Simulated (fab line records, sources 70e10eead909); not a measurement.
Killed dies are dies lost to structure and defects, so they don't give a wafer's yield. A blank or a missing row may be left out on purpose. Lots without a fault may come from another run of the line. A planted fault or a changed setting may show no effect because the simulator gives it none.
One fault seen from 2 desks | flow nand_harc | each desk has only its own numbers; what lay behind them comes last

THE DEFECT DESK
What the inspections along the route counted, lot by lot: means of the sampled wafers that have a number. A lot is out of limits, marked OUT, if its mean lies more than 4 standard deviations from the usual mean; the brackets give that distance.
Columns: A = raw_defect_count at NHARC_A_START_INSPECT_01, usual 3.7
lot  | first seen here | A
L347 | day 6 22:02     | 3.3
L348 | day 7 01:36     | 5.7
L349 | day 7 08:56     | 3.7
L350 | day 8 03:13     | 4.7
L351 | day 8 15:05     | 4.3
L352 | day 8 22:03     | 3.3
L353 | day 9 06:07     | 3.0
L358 | day 11 09:07    | 4.5
L360 | day 12 21:46    | 5.0
L362 | day 12 22:53    | 2.0
L364 | day 13 22:09    | 4.7
L365 | day 14 04:32    | 3.7
L366 | day 14 19:41    | 4.7
L368 | day 15 08:49    | 3.0
L370 | day 16 03:44    | 3.0
This desk's finding: nothing out of limits on any of the 15 lots.

THE METROLOGY DESK
What the gauges read, lot by lot, whatever tool the lot ran on: means of the sampled wafers that have a number. A lot is out of limits, marked OUT, if its mean lies more than 4 standard deviations from the usual mean; the brackets give that distance.
Columns: A = thk_nm at NHARC_A_ONON_D1_THK_MEAS_08, usual 997 nm; B = thk_nm at NHARC_A_ONON_D1_THK_MEAS_11, usual 999 nm
lot  | first seen here | A    | B
L348 | day 7 23:51     | 1002 | 1005
L347 | day 7 23:52     | 1006 | 1006
L349 | day 8 10:01     | 986  | 1000
L350 | day 9 04:14     | 990  | 987
L351 | day 9 15:35     | 1000 | 1012
L352 | day 10 01:07    | 966  | 980
L353 | day 10 09:56    | 995  | 978
L358 | day 12 09:19    | 1012 | 1330 (+33) OUT
L360 | day 13 23:17    | 998  | 1212 (+21) OUT
L362 | day 13 23:18    | 1003 | 1171 (+17) OUT
L364 | day 14 23:18    | 990  | 1002
L365 | day 15 09:46    | 994  | 996
L366 | day 15 23:40    | 1009 | 1011
L368 | day 16 11:56    | 994  | 1005
L370 | day 17 06:40    | 985  | 1011
This desk's finding: out of limits on L358, L360, L362; first on L358, day 12 09:54 (thk_nm at NHARC_A_ONON_D1_THK_MEAS_11). In limits: L348, L347, L349, L350, L351, L352, L353, L364, L365, L366, L368, L370.

PUT TOGETHER
The metrology desk could have raised an alarm at day 12 09:54, on L358, L360, L362.
The defect desk saw nothing out of limits.
The defect desk has L358, L360, L362 on record, within its limits.
Of the lots named, all ran NHARC_A_ONON_D1_DEP_09 on pecvd_onon-02.

WHAT THE SIMULATOR HAD PUT IN
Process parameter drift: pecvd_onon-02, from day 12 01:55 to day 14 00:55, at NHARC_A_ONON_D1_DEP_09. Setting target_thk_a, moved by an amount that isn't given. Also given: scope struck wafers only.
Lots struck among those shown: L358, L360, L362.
Hours from the fault's start to each desk's first reading out of limits: the metrology desk, 8.
